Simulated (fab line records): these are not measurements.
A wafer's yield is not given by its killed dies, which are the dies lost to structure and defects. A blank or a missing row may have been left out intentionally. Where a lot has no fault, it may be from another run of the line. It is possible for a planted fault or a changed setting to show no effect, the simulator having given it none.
One fault seen from 3 desks ; flow nand-harc ; what lay behind the numbers comes last; until then each desk has only its own

THE DEFECT DESK
Lot by lot, what the route's inspections counted, given as the mean of those sampled wafers with a number. A lot is out of limits, marked OUT, if its mean lies more than 4 standard deviations from the usual mean; the brackets give that distance.
Columns: A = raw-defect-count at NHARC_P_M1_INSPECT_11, usual 4.6
lot;first seen here;A
L902;day 6 17:59;2.3
L904;day 6 21:08;4.7
L905;day 7 04:30;5.0
L907;day 7 17:52;5.7
L908;day 8 02:01;3.0
L909;day 8 04:53;5.0
L915;day 9 15:40;5.0
L916;day 10 01:05;3.7
L917;day 10 05:10;12.3
L919;day 10 21:19;5.7
L920;day 11 02:10;2.7
L923;day 11 19:25;5.0
This desk's verdict: no lot among the 12 shows anything out of limits.

FOR THE TOOL OWNER'S DESK: litho-track-04
Per lot that ran on this tool, the mean of the sampled wafers carrying a number, from the tool's own readings at NHARC_P_M1_SOFTBAKE_04 (time 55 s). A lot is out of limits, marked OUT, if its mean lies more than 4 standard deviations from the usual mean; the brackets give that distance.
Columns: A = heater-power-total-W at NHARC_P_M1_SOFTBAKE_04, usual 188.44 W
lot;first seen here;A
L908;day 8 01:00;188.51
L909;day 8 04:00;188.32
L915;day 9 15:00;188.50
L916;day 10 00:00;168.51 (-99 or more) OUT
L917;day 10 04:00;168.56 (-99 or more) OUT
Finding of this desk: L916, L917 out of limits; the first was L916 at day 10 00:00, on heater-power-total-W at NHARC_P_M1_SOFTBAKE_04. L908, L909, L915 stayed within limits.

THE METROLOGY DESK
Lot by lot, what the gauges showed, no matter which tool ran the lot: averages of those sampled wafers that carry a number. A lot is out of limits, marked OUT, if its mean lies more than 4 standard deviations from the usual mean; the brackets give that distance.
Columns: A = cd-nm at NHARC_P_M1_CD_MEAS_09, usual 129.9 nm
lot;first seen here;A
L902;day 6 17:52;130.1
L904;day 6 21:00;129.5
L905;day 7 04:23;129.5
L907;day 7 17:44;129.8
L908;day 8 01:53;129.6
L909;day 8 04:45;130.2
L915;day 9 15:33;130.3
L916;day 10 00:58;130.1
L917;day 10 05:02;130.3
L919;day 10 21:12;129.5
L920;day 11 02:03;130.1
L923;day 11 19:18;130.2
This desk's verdict: no lot among the 12 shows anything out of limits.

BROUGHT TOGETHER
An alarm could have come from the tool owner's desk at day 10 00:00, on L916, L917.
The defect desk saw nothing out of limits.
Nothing out of limits was seen by the metrology desk.
The defect desk has L916, L917 on record, within its limits.
The metrology desk holds a record of L916, L917, inside its limits.
All the named lots went through NHARC_P_M1_SOFTBAKE_04 on litho-track-04.

WHAT THE SIMULATOR PUT IN
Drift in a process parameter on litho-track-04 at NHARC_P_M1_SOFTBAKE_04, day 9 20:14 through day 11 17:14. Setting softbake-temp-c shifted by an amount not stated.
Lots struck among those shown: L916, L917.
Hours from the fault's start to each desk's first reading out of limits: the tool owner's desk, 4.
